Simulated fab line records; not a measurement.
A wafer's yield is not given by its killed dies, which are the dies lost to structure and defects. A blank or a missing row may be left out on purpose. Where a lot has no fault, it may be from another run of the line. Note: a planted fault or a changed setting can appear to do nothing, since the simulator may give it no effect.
A lot that was struck, set against a sound lot | flow nand_harc | 15 steps out of a route of 1302
Sound: wafers L355.1, L355.2, L355.3. Struck: wafer L357.2 (L357.3, L357.6, from the same lot, were not struck and are left out); the cause is given at the end.
Order at every step that has rows: each side's tool, ch and its chambers, its first start. Under that, the readings that differ: sound wafers | struck wafers | difference of the means | sigmas: that difference in standard deviations of wafers without a fault.
alike: a reading whose means differ by less than 2 such deviations, as well as words and numbers matching on both sides. not compared: withheld readings; readings where some wafer has no value; bounds like >300 that might hide an equal value; numbers whose values overlap and for which the record gives no deviation.
The two part at a step that has a row with sigmas, a row that says differs or no value, or rows on one side only. When numbers do not overlap yet have no deviation, they are printed without sigmas and do not part them. Lack of a reading on every wafer of one side parts them only where that side has two or more wafers.

first, 1 step without rows for these wafers: NHARC_A_DECK1_JOINT_SRD_15.
NHARC_A_DECK1_JOINT_DEP_16: deposits SiO2, target thk 45 nm.
  sound on pecvd-04 ch 0,1,2, day 14 01:58; struck on pecvd-04 ch 2, day 14 23:04
  reading               | sound    | struck | difference | sigmas
  since_wet_clean_h (h) | 32 32 32 | 53     | +21        |
  alike: heater_power_w, throttle_valve_pct
NHARC_A_DECK1_JOINT_THK_MEAS_17: measures by ellipsometry.
  sound on film_metro-02, day 14 02:15; struck on film_metro-02, day 14 23:21
  alike: thk_nm
NHARC_A_DECK1_JOINT_INSPECT_05:
  sound on defect_inspect-01, day 14 02:17; struck on defect_inspect-01, day 14 23:23
  alike: raw_defect_count
then, 1 step without rows for these wafers: NHARC_A_ONON_D2_DEP_00 (target thk 1000 nm).
NHARC_A_ONON_D2_THK_MEAS_02: measures by ellipsometry.
  sound on film_metro-01, day 14 02:52; struck on film_metro-02, day 14 23:58
  alike: thk_nm
then, 1 step without rows for these wafers: NHARC_A_ONON_D2_DEP_03 (target thk 1000 nm).
NHARC_A_ONON_D2_THK_MEAS_05: measures by ellipsometry.
  sound on film_metro-01, day 14 03:26; struck on film_metro-01, day 15 00:32
  reading     | sound       | struck | difference | sigmas
  thk_nm (nm) | 980 979 978 | 1001   | +22        | +2
then, 1 step without rows for these wafers: NHARC_A_ONON_D2_DEP_06 (target thk 1000 nm).
NHARC_A_ONON_D2_THK_MEAS_08: measures by ellipsometry.
  sound on film_metro-01, day 14 04:00; struck on film_metro-02, day 15 01:05
  alike: thk_nm
then, 1 step without rows for these wafers: NHARC_A_ONON_D2_DEP_09 (target thk 1000 nm).
NHARC_A_ONON_D2_THK_MEAS_11: measures by ellipsometry.
  sound on film_metro-01, day 14 04:34; struck on film_metro-02, day 15 01:40
  alike: thk_nm
NHARC_A_ONON_D2_DEP_12: target thk 1000 nm.
  sound on pecvd_onon-03 ch 0, day 14 04:37; struck on pecvd_onon-04 ch 0, day 15 01:46
NHARC_A_ONON_D2_THK_MEAS_14: measures by ellipsometry.
  sound on film_metro-02, day 14 05:08; struck on film_metro-01, day 15 02:24
  reading     | sound          | struck | difference | sigmas
  thk_nm (nm) | 1004 1004 1001 | 1417   | +414       | +48
  not compared: hold
-- jump in the record: it breaks off in module A_ONON_D2 and resumes in module END (first step shown: number 1302 of the route), and 12 days separate the struck wafers' starts before and after --
NHARC_END_SORT_01:
  sound on prober-02 ch 0, day 26 00:43; struck on prober-01 ch 0, day 27 06:27
  reading         | sound    | struck                   | difference                   | sigmas
  hold            | - - -    | await_dispo/4.2h/release | no value on the sound wafers |
  killed_at_array | 29 54 59 | 673                      | +626                         | +37
  killed_at_other | 4 2 6    | 0                        | -4                           | -3
  killed_dies     | 33 61 68 | 677                      | +623                         | +37
  alike: killed_at_periphery, killed_open, killed_short

== WHERE THEY PART ==
First at NHARC_A_ONON_D2_THK_MEAS_05; last, within this record, at NHARC_END_SORT_01.

WHY: the cause the simulator had injected
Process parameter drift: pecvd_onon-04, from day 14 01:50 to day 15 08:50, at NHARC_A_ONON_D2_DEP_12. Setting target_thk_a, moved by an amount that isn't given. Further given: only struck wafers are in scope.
